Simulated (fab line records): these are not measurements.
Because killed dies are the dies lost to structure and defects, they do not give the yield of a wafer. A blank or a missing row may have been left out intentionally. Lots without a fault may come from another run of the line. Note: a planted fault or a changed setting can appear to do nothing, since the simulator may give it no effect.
8D (eight disciplines) problem report, filled in by code + flow nand-harc + the parts of the form that need people (team, actions taken, sign-off) are left out

## 1. THE ISSUE
killed-at-periphery at NHARC_END_SORT_01 reads a mean of 58.2 on 6 wafers of 2 lots; wafers without a fault read 3.5 with a standard deviation of 2.5. That is +22 standard deviations from the usual mean.
The first sign was on wafer L645.3 at day 29 22:08, on prober-01. At this step, 6 wafers from 2 lots have a number in the record. The rule behind "out" and "out of limits": a value lying over 4 standard deviations away from the usual mean. The rest of the wafers with a number are treated as sound.

## 2. WHAT IT IS AND WHAT IT IS NOT
| question                    | is                     | is not                                     |
|-----------------------------|------------------------|--------------------------------------------|
| which readings at this step | killed-at-periphery    | killed-at-array, killed-open, killed-short |
| which lots                  | L645, L646             | -                                          |
| which wafers of those lots  | all that have a number | -                                          |
| read on which gauges        | prober-01, prober-02   | -                                          |
| when                        | from day 29 22:08      | up to then (0 sound wafers)                |

## 3. SUSPECTS, AND WHAT RULES EACH OUT
Counting: a tool at a process step up to the reading stays a suspect if it ran every lot that is out and no sound lot after the first of them.
- the gauge at NHARC_END_SORT_01: ruled out. Those wafers that are out were read across 2 gauges (prober-01, prober-02).
- rie-diel-06 at NHARC_P_CONTACT_STRIP_37 (strips in C4F8/O2/Ar): kept. It ran every lot that is out, first L645 (day 11 07:53), and no sound lot after that.
- rie-si-02 at NHARC_THIN_TSV_ETCH_15 (target depth 3000 nm, bosch target overetch cycles 2, bosch etch step 2.8 s): kept. It ran every lot that is out, first L645 (day 29 06:17), and no sound lot after that.
After counting, rie-diel-06 at NHARC_P_CONTACT_STRIP_37 and rie-si-02 at NHARC_THIN_TSV_ETCH_15 remain.

## 4. THE CAUSE (what the simulator had put in)
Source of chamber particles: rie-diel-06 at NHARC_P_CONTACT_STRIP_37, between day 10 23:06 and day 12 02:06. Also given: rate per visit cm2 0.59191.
Of the 2 suspects that counting leaves, this tool is one.

## 5. THE CHAIN OF EFFECTS, in route order
Rows list readings where the struck wafers' mean (over those with a number) sits beyond 3 standard deviations from the usual. Only readings for which the record gives a usual standard deviation are gone through. hours: the time from each lot's start at the first step in this table that gives one to its start at this step, as a median over the lots. sigmas: the change in usual standard deviations.
| hours | step              | reading             | usual | on struck wafers | change | sigmas |
|-------|-------------------|---------------------|-------|------------------|--------|--------|
| 0     | NHARC_END_SORT_01 | killed-at-periphery | 3.5   | 58.2             | +54.7  | +22    |

## 6. WHAT WOULD HAVE CAUGHT IT SOONER
455 hours passed between the start of the fault at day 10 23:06 and the first reading out of limits at a measuring or inspecting step in this record, taken at day 29 22:08.
The start of NHARC_P_CONTACT_STRIP_37 on rie-diel-06 came by day 29 22:08 for every one of the lots that are out (2). None of them would have been spared by holding the tool at that moment.
